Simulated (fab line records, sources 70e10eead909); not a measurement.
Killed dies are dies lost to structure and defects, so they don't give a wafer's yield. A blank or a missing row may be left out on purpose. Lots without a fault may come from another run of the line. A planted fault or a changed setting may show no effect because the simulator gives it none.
Chamber matching | flow nand_harc | NHARC_A_ZERO_WELL_DESCUM_12 on rie_diel-06: 4 sister chambers
The step chemistry O2, time 3 s. 18 wafers are shown with their chamber, then 9 later ones without.

WAFERS WITH THEIR CHAMBER
wafer  | chamber | showerhead_plenum_p_Torr (Torr) | drypump_motor_current_A (A) | oes_product_au (a.u.)
L295.3 | 3       | 1.90                            | 6.2                         | 0.994
L295.4 | 1       | 1.92                            | 4.7                         | 1.000
L295.6 | 0       | 1.78                            | 5.5                         | 0.988
L297.2 | 0       | 1.78                            | 5.5                         | 0.993
L297.3 | 2       | 2.02                            | 5.6                         | 1.014
L297.4 | 1       | 1.92                            | 4.7                         | 1.008
L300.1 | 2       | 2.02                            | 5.6                         | 1.020
L300.2 | 0       | 1.78                            | 5.5                         | 0.996
L300.5 | 1       | 1.92                            | 4.7                         | 1.003
L305.1 | 0       | 1.78                            | 5.6                         | 0.994
L305.2 | 2       | 2.02                            | 5.6                         | 1.016
L305.4 | 3       | 1.90                            | 6.2                         | 0.995
L308.2 | 0       | 1.78                            | 5.6                         | 1.000
L308.3 | 2       | 2.02                            | 5.6                         | 1.005
L308.6 | 1       | 1.92                            | 4.7                         | 1.008
L312.1 | 0       | 1.78                            | 5.5                         | 0.988
L312.3 | 3       | 1.89                            | 6.2                         | 1.002
L312.4 | 2       | 2.02                            | 5.6                         | 1.018

SIGNATURES (means of the wafers above)
reading                  | chamber 0 | chamber 1 | chamber 2 | chamber 3 | scatter within a chamber
showerhead_plenum_p_Torr | 1.7800    | 1.9200    | 2.0200    | 1.8967    | 0.00218
drypump_motor_current_A  | 5.533     | 4.700     | 5.600     | 6.200     | 0.0309
oes_product_au           | 0.99317   | 1.00475   | 1.01460   | 0.99700   | 0.00485
Rule: a wafer's distance from a chamber is the root of the sum, over the readings, of the square of ((its reading less the chamber's mean) divided by the reading's scatter). The wafer belongs to the nearest chamber; if the next one is less than 2 further off, it can't be placed. The scatter: the root of (the sum of the squares of (reading less its chamber's mean) over the shown wafers, divided by (wafers less chambers)).

WAFERS WITHOUT THEIR CHAMBER
wafer  | showerhead_plenum_p_Torr (Torr) | drypump_motor_current_A (A) | oes_product_au (a.u.)
L313.1 | 1.78                            | 5.5                         | 0.983
L313.3 | 1.92                            | 4.7                         | 1.003
L313.4 | 2.02                            | 5.6                         | 1.006
L314.2 | 1.92                            | 4.7                         | 0.995
L314.5 | 1.78                            | 5.5                         | 0.967
L314.6 | 1.92                            | 4.7                         | 0.988
L315.1 | 1.89                            | 6.2                         | 0.997
L315.2 | 2.02                            | 5.6                         | 1.013
L315.3 | 1.92                            | 4.7                         | 0.996

WHICH CHAMBER EACH WENT THROUGH
wafer  | from the rows above | in truth
L313.1 | 0                   | 0
L313.3 | 1                   | 1
L313.4 | 2                   | 2
L314.2 | 1                   | 1
L314.5 | 0                   | 0
L314.6 | 1                   | 1
L315.1 | 3                   | 3
L315.2 | 2                   | 2
L315.3 | 1                   | 1
Placed correctly: 9 of 9. Can't be placed from these rows: 0. Placed wrongly: 0.
